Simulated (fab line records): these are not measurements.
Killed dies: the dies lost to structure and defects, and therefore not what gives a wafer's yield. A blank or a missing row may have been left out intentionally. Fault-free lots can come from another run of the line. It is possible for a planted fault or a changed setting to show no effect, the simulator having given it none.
Which tool did it? ; flow n5Finfet ; 22 lots, 66 wafers sampled, at 6 steps of a route of 1938

## WHAT THE GAUGES READ, wafer by wafer
N5_DUMMY_GATE_CD_MEAS_50 targets a cd of 14 nm. Usual: cdNm at 13.98 nm, with a standard deviation of 0.27.
lot;measured;on;cdNm (nm);flag
L074;day 2 22:35;cdSem-03;13.99 14.16 14.44;
L075;day 3 04:10;cdSem-01;14.31 13.99 13.96;
L077;day 3 17:23;cdSem-03;13.58 13.86 14.01;
L078;day 4 02:14;cdSem-01;14.05 14.39 14.15;
L079;day 4 06:09;cdSem-01;14.11 13.87 13.80;
L080;day 4 09:15;cdSem-03;13.89 13.61 13.79;
L081;day 4 15:23;cdSem-03;13.67 14.05 13.84;
L082;day 4 22:52;cdSem-03;14.00 14.13 13.69;
L083;day 5 03:49;cdSem-02;14.48 14.10 14.31;
L084;day 5 11:35;cdSem-03;13.82 13.95 14.61;
L085;day 5 21:55;cdSem-01;14.39 14.07 14.35;
L087;day 6 05:47;cdSem-03;14.00 13.91 13.94;
L088;day 6 13:28;cdSem-03;13.67 14.25 14.02;
L089;day 6 15:42;cdSem-02;14.43 14.15 13.73;
L090;day 6 23:11;cdSem-01;14.08 13.65 13.57;
L091;day 7 03:50;cdSem-02;14.17 13.76 13.94;
L092;day 7 12:42;cdSem-02;13.69 13.94 13.98;
L093;day 7 17:01;cdSem-03;13.56 13.92 14.18;
L094;day 8 00:34;cdSem-03;14.07 14.06 13.93;
L095;day 8 04:50;cdSem-03;13.69 13.99 14.07;
L096;day 8 12:06;cdSem-02;13.76 14.26 14.45;
L097;day 8 15:38;cdSem-01;13.78 13.68 13.98;

N5_ILD0_THK_MEAS_08. Usual: thkNm at 138.9 nm, with a standard deviation of 1.
lot;measured;on;thkNm (nm);flag
L074;day 3 14:47;filmMetro-01;139.8 139.6 138.4;
L075;day 3 22:42;filmMetro-01;139.3 141.2 140.7;
L077;day 4 09:20;filmMetro-02;138.4 138.9 139.4;
L078;day 4 18:49;filmMetro-02;138.0 139.5 139.3;
L079;day 4 20:21;filmMetro-01;137.5 137.4 138.0;
L080;day 5 00:02;filmMetro-01;138.7 138.6 139.1;
L081;day 5 06:44;filmMetro-01;138.4 136.9 138.4;
L082;day 5 14:10;filmMetro-01;139.3 137.5 138.3;
L083;day 5 17:52;filmMetro-01;139.5 139.3 140.3;
L084;day 6 02:26;filmMetro-02;139.2 138.9 139.2;
L085;day 6 12:16;filmMetro-01;138.7 139.2 140.1;
L087;day 6 19:32;filmMetro-02;139.7 139.7 140.1;
L088;day 7 05:49;filmMetro-02;136.0 138.8 137.1;
L089;day 7 06:19;filmMetro-01;140.2 138.7 139.7;
L090;day 7 13:24;filmMetro-02;140.3 140.9 139.6;
L091;day 7 18:01;filmMetro-02;139.2 138.1 139.5;
L092;day 8 02:34;filmMetro-02;141.0 138.0 140.1;
L093;day 8 06:51;filmMetro-02;138.9 138.5 138.1;
L094;day 8 15:27;filmMetro-02;140.3 139.1 139.0;
L095;day 8 20:18;filmMetro-02;138.5 139.5 138.0;
L096;day 9 04:01;filmMetro-01;138.4 139.5 138.9;
L097;day 9 05:28;filmMetro-02;139.8 137.9 139.6;

## WHAT TOOL EACH LOT RAN ON (gives the tool, then ch and the chambers of the sampled wafers, and finally the start)
lot;N5_DUMMY_GATE_ETCH_42;N5_SD_EPI_N_DESCUM_14;N5_SD_EPI_N_VAPOR_ETCH_50;N5_SD_EPI_P_ETCH_47
L074;rieDiel-03 ch 1,3, day 2 23:26;rieDiel-02 ch 0,1, day 3 00:48;epiRpcvd-02 ch 0, day 3 02:37;rieDiel-03 ch 1,3, day 3 06:58
L075;rieDiel-01 ch 0,2,3, day 3 04:43;rieDiel-04 ch 0,1,3, day 3 07:15;epiRpcvd-01 ch 0, day 3 08:56;rieDiel-03 ch 1,3, day 3 12:56
L077;rieDiel-01 ch 1,3, day 3 17:56;rieDiel-06 ch 0,3, day 3 19:20;epiRpcvd-02 ch 0, day 3 20:52;rieDiel-01 ch 2,3, day 4 00:11
L078;rieDiel-01 ch 0,2, day 4 02:47;rieDiel-02 ch 1,3, day 4 04:04;epiRpcvd-03 ch 0, day 4 05:50;rieDiel-05 ch 0,1,2, day 4 10:46
L079;rieDiel-03 ch 0,2,3, day 4 06:42;rieDiel-04 ch 0,1,2, day 4 08:15;epiRpcvd-02 ch 0, day 4 09:44;rieDiel-03 ch 1,2,3, day 4 13:10
L080;rieDiel-03 ch 0,1, day 4 10:10;rieDiel-02 ch 1,3, day 4 11:31;epiRpcvd-02 ch 0, day 4 13:02;rieDiel-01 ch 0,2, day 4 16:26
L081;rieDiel-03 ch 0,2,3, day 4 16:16;rieDiel-04 ch 2,3, day 4 17:43;epiRpcvd-02 ch 0, day 4 19:13;rieDiel-05 ch 0,2,3, day 4 23:14
L082;rieDiel-03 ch 1,2,3, day 4 23:34;rieDiel-06 ch 0,1,3, day 5 01:27;epiRpcvd-02 ch 0, day 5 02:57;rieDiel-03 ch 0,2,3, day 5 06:25
L083;rieDiel-03 ch 2,3, day 5 04:21;rieDiel-06 ch 0,1,3, day 5 05:35;epiRpcvd-02 ch 0, day 5 07:05;rieDiel-01 ch 1,2,3, day 5 10:53
L084;rieDiel-01 ch 0,1, day 5 12:08;rieDiel-06 ch 1,2, day 5 13:52;epiRpcvd-03 ch 0, day 5 15:35;rieDiel-03 ch 0,2, day 5 19:27
L085;rieDiel-05 ch 1,2, day 5 22:30;rieDiel-04 ch 0,2,3, day 5 23:43;epiRpcvd-03 ch 0, day 6 01:22;rieDiel-01 ch 0,1,3, day 6 05:17
L087;rieDiel-03 ch 0,1, day 6 06:20;rieDiel-06 ch 0,1,3, day 6 07:32;epiRpcvd-02 ch 0, day 6 09:03;rieDiel-01 ch 0,1,3, day 6 12:32
L088;rieDiel-05 ch 2,3, day 6 14:00;rieDiel-02 ch 1,3, day 6 15:29;epiRpcvd-01 ch 0, day 6 17:14;rieDiel-01 ch 1,2, day 6 21:04
L089;rieDiel-03 ch 0,1,2, day 6 16:14;rieDiel-04 ch 1,2,3, day 6 18:16;epiRpcvd-02 ch 0, day 6 19:47;rieDiel-01 ch 1,3, day 6 23:13
L090;rieDiel-05 ch 0,1,2, day 6 23:53;rieDiel-06 ch 1,2, day 7 01:19;epiRpcvd-02 ch 0, day 7 02:49;rieDiel-03 ch 0,2, day 7 06:16
L091;rieDiel-03 ch 0,3, day 7 04:44;rieDiel-04 ch 1,2,3, day 7 06:05;epiRpcvd-02 ch 0, day 7 07:38;rieDiel-01 ch 0,1,2, day 7 11:01
L092;rieDiel-05 ch 0,1,3, day 7 13:19;rieDiel-04 ch 0,2, day 7 14:41;epiRpcvd-02 ch 0, day 7 16:10;rieDiel-05 ch 0,2, day 7 19:34
L093;rieDiel-01 ch 0,3, day 7 17:34;rieDiel-02 ch 2,3, day 7 18:46;epiRpcvd-01 ch 0, day 7 20:17;rieDiel-05 ch 0,1,2, day 7 23:50
L094;rieDiel-05 ch 0,2,3, day 8 01:23;rieDiel-06 ch 0,1,3, day 8 02:43;epiRpcvd-02 ch 0, day 8 04:14;rieDiel-05 ch 1,2,3, day 8 07:51
L095;rieDiel-01 ch 2,3, day 8 05:23;rieDiel-04 ch 0,1,2, day 8 06:49;epiRpcvd-03 ch 0, day 8 08:18;rieDiel-01 ch 0,2, day 8 11:55
L096;rieDiel-03 ch 0,2, day 8 12:40;rieDiel-06 ch 0,2, day 8 15:13;epiRpcvd-01 ch 0, day 8 16:44;rieDiel-05 ch 0,2,3, day 8 20:29
L097;rieDiel-05 ch 0,2,3, day 8 16:11;rieDiel-04 ch 0,1,2, day 8 17:31;epiRpcvd-02 ch 0, day 8 19:01;rieDiel-03 ch 0,2, day 8 22:21
- N5_DUMMY_GATE_ETCH_42: etches SiO2 in CHF3/O2, target depth 3.5 nm, time 31 s.
- N5_SD_EPI_N_DESCUM_14: chemistry O2, time 7.9 s.
- N5_SD_EPI_N_VAPOR_ETCH_50: etches Si in HCl, time 54 s.
- N5_SD_EPI_P_ETCH_47: etches SiOCN in CH3F/O2, target depth 25 nm.

## WHAT THE TOOLS THEMSELVES READ (means of the sampled wafers that have a number; where no wafer has one, the mark that the record gives instead)
N5_DUMMY_GATE_ETCH_42. Usual: chamberPressureMTorr 30.001 mTorr (standard deviation 0.025); drypumpMotorCurrentA 5.6 A (standard deviation 0.57); mfcArSccm 200.0 sccm (standard deviation 0.63); oesProductAu 0.76 a.u. (standard deviation 0.068); rfVppV 42.5 V (standard deviation 0.9); showerheadPlenumPTorr 2.42 Torr (standard deviation 0.1); throttleValvePct 18.75 % (standard deviation 0.17).
lot;tool;chamberPressureMTorr (mTorr);drypumpMotorCurrentA (A);mfcArSccm (sccm);oesProductAu (a.u.);rfVppV (V);showerheadPlenumPTorr (Torr);throttleValvePct (%);flag
L074;rieDiel-03;29.982;5.4;199.8;0.78;42.6;2.42;18.59;
L075;rieDiel-01;30.015;5.8;199.5;0.74;42.2;2.50;18.91;
L077;rieDiel-01;30.005;5.5;200.3;0.68;41.9;2.35;18.89;
L078;rieDiel-01;30.012;6.1;200.2;0.73;42.9;2.49;18.96;
L079;rieDiel-03;30.020;5.3;200.3;0.77;42.0;2.41;18.60;
L080;rieDiel-03;30.018;5.4;200.2;0.75;42.7;2.50;18.66;
L081;rieDiel-03;30.031;5.3;199.2;0.76;42.3;2.41;18.60;
L082;rieDiel-03;29.994;5.3;200.1;0.78;42.0;2.42;18.62;
L083;rieDiel-03;29.971;5.2;200.2;0.77;41.8;2.42;18.60;
L084;rieDiel-01;30.003;5.9;199.8;0.89;42.7;2.53;18.67;
L085;rieDiel-05;29.998;6.1;200.0;0.72;41.7;2.33;18.92;
L087;rieDiel-03;30.014;5.4;200.0;0.73;42.8;2.49;18.67;
L088;rieDiel-05;30.015;6.4;200.5;0.74;42.1;2.32;18.87;
L089;rieDiel-03;29.985;5.3;200.1;0.76;43.2;2.49;18.67;
L090;rieDiel-05;30.020;5.6;199.7;0.77;41.4;2.35;18.83;
L091;rieDiel-03;30.021;5.4;199.7;0.73;43.4;2.40;18.65;
L092;rieDiel-05;29.987;5.8;200.0;0.78;42.6;2.35;18.81;
L093;rieDiel-01;29.998;5.6;200.0;0.69;43.4;2.47;18.92;
L094;rieDiel-05;29.972;5.9;198.9;0.80;41.8;2.33;18.77;
L095;rieDiel-01;29.996;5.4;199.7;0.69;42.5;2.48;18.93;
L096;rieDiel-03;29.977;5.3;200.5;0.73;41.4;2.49;18.67;
L097;rieDiel-05;30.021;5.9;199.7;0.79;41.9;2.33;18.78;

N5_SD_EPI_N_DESCUM_14. Usual: chamberPressureMTorr 20.000 mTorr, standard deviation 0.019; drypumpMotorCurrentA 5.9 A, standard deviation 0.54; oesProductAu 0.78 a.u., standard deviation 0.084; rfVppV 243.3 V, standard deviation 1.5; showerheadPlenumPTorr 2.10 Torr, standard deviation 0.07; throttleValvePct 20.46 %, standard deviation 0.24.
lot;tool;chamberPressureMTorr (mTorr);drypumpMotorCurrentA (A);oesProductAu (a.u.);rfVppV (V);showerheadPlenumPTorr (Torr);throttleValvePct (%);flag
L074;rieDiel-02;20.008;5.3;0.69;243.1;2.11;20.36;
L075;rieDiel-04;19.995;6.1;0.78;244.3;2.13;20.49;
L077;rieDiel-06;19.989;6.2;0.84;243.9;2.05;20.13;
L078;rieDiel-02;20.021;5.2;0.71;244.0;2.11;20.75;
L079;rieDiel-04;19.994;6.1;0.77;242.8;2.06;20.56;
L080;rieDiel-02;20.013;5.2;0.71;243.0;2.11;20.76;
L081;rieDiel-04;19.996;5.9;0.91;242.6;2.11;20.38;
L082;rieDiel-06;20.000;5.8;0.81;243.4;2.11;20.42;
L083;rieDiel-06;20.008;5.8;0.81;244.0;2.11;20.41;
L084;rieDiel-06;20.004;5.9;0.75;242.4;2.07;20.42;
L085;rieDiel-04;19.998;6.1;0.82;243.7;2.12;20.46;
L087;rieDiel-06;20.036;5.8;0.79;243.1;2.11;20.43;
L088;rieDiel-02;20.008;5.4;0.70;243.7;2.13;20.72;
L089;rieDiel-04;20.000;5.9;0.81;243.6;2.11;20.47;
L090;rieDiel-06;20.016;5.8;0.75;244.3;2.14;20.64;
L091;rieDiel-04;20.001;6.0;0.80;244.0;2.10;20.47;
L092;rieDiel-04;19.993;6.3;0.74;242.3;2.06;20.59;
L093;rieDiel-02;19.994;6.0;0.78;242.5;2.09;20.62;
L094;rieDiel-06;19.993;5.8;0.78;243.3;2.10;20.46;
L095;rieDiel-04;19.993;6.1;0.83;242.2;2.05;20.50;
L096;rieDiel-06;20.002;6.5;0.77;242.3;2.01;20.12;
L097;rieDiel-04;19.993;6.1;0.83;242.3;2.05;20.50;

N5_SD_EPI_N_VAPOR_ETCH_50. Usual: chamberPressureTorr 20.01 Torr, standard deviation 0.04; throttleValvePct 11.7 %, standard deviation 0.35.
lot;tool;chamberPressureTorr (Torr);throttleValvePct (%);flag
L074;epiRpcvd-02;20.01;11.7;
L075;epiRpcvd-01;19.99;11.5;
L077;epiRpcvd-02;19.99;11.6;
L078;epiRpcvd-03;20.04;12.6;
L079;epiRpcvd-02;19.99;11.5;
L080;epiRpcvd-02;20.03;11.6;
L081;epiRpcvd-02;20.01;11.6;
L082;epiRpcvd-02;19.96;11.5;
L083;epiRpcvd-02;19.99;11.5;
L084;epiRpcvd-03;20.05;12.4;
L085;epiRpcvd-03;20.00;12.4;
L087;epiRpcvd-02;20.00;11.5;
L088;epiRpcvd-01;19.99;11.5;
L089;epiRpcvd-02;20.01;11.7;
L090;epiRpcvd-02;20.02;11.8;
L091;epiRpcvd-02;20.00;11.6;
L092;epiRpcvd-02;19.97;11.6;
L093;epiRpcvd-01;20.05;11.5;
L094;epiRpcvd-02;20.06;11.8;
L095;epiRpcvd-03;20.00;12.3;
L096;epiRpcvd-01;20.00;11.5;
L097;epiRpcvd-02;20.00;11.6;

N5_SD_EPI_P_ETCH_47. Usual: chamberPressureMTorr 29.999 mTorr (standard deviation 0.028); drypumpMotorCurrentA 5.6 A (standard deviation 0.59); mfcArSccm 150.0 sccm (standard deviation 0.43); oesProductAu 0.76 a.u. (standard deviation 0.077); rfVppV 127.3 V (standard deviation 1.3); showerheadPlenumPTorr 2.02 Torr (standard deviation 0.083); throttleValvePct 16.31 % (standard deviation 0.18).
lot;tool;chamberPressureMTorr (mTorr);drypumpMotorCurrentA (A);mfcArSccm (sccm);oesProductAu (a.u.);rfVppV (V);showerheadPlenumPTorr (Torr);throttleValvePct (%);flag
L074;rieDiel-03;29.994;5.3;149.8;0.80;127.4;1.94;16.10;
L075;rieDiel-03;30.015;5.3;150.1;0.78;127.8;2.01;16.14;
L077;rieDiel-01;30.002;5.4;149.7;0.72;126.5;2.07;16.41;
L078;rieDiel-05;29.978;5.6;150.4;0.79;127.6;1.95;16.33;
L079;rieDiel-03;30.019;5.3;149.8;0.78;127.4;2.01;16.15;
L080;rieDiel-01;29.998;6.1;150.0;0.73;127.7;2.07;16.51;
L081;rieDiel-05;29.993;5.9;150.1;0.83;125.7;1.94;16.27;
L082;rieDiel-03;30.006;5.2;149.8;0.77;128.1;2.00;16.17;
L083;rieDiel-01;29.999;5.7;151.0;0.81;127.5;2.09;16.32;
L084;rieDiel-03;29.988;5.2;150.0;0.75;126.6;2.07;16.20;
L085;rieDiel-01;29.987;5.6;150.0;0.77;127.1;2.08;16.30;
L087;rieDiel-01;30.002;5.5;150.2;0.77;127.9;2.08;16.32;
L088;rieDiel-01;30.006;6.1;150.3;0.82;127.7;2.09;16.42;
L089;rieDiel-01;30.031;5.2;150.1;0.77;127.5;2.08;16.27;
L090;rieDiel-03;29.994;5.3;150.2;0.72;127.5;2.07;16.25;
L091;rieDiel-01;30.012;6.1;149.8;0.80;127.1;2.08;16.40;
L092;rieDiel-05;30.002;5.2;149.4;0.83;125.4;1.94;16.23;
L093;rieDiel-05;30.001;5.6;149.8;0.75;127.5;1.94;16.38;
L094;rieDiel-05;30.011;6.3;150.0;0.72;126.2;1.93;16.47;
L095;rieDiel-01;30.023;6.1;150.3;0.70;128.6;2.06;16.57;
L096;rieDiel-05;29.991;5.9;149.6;0.78;126.0;1.93;16.32;
L097;rieDiel-03;30.000;5.3;150.4;0.71;127.4;2.06;16.26;

## THE ANSWER, worked out from the rows above alone
Rule: lot off if the mean of its wafers having a number is beyond 3 standard deviations from the usual mean. A lot without any number at a reading at which 4 lots or more have one is off too. Any other lot the step has rows for is counted as sound. First the gauges in route order, then the tools' own readings, where a lot's mean is used as printed above. The first step at which some lot is off is used, and at that step the reading that is off furthest; a lot without a number counts as furthest.
None of the lots is off at any reading shown; this tells nothing.

## WHAT WAS PUT IN BY THE SIMULATOR
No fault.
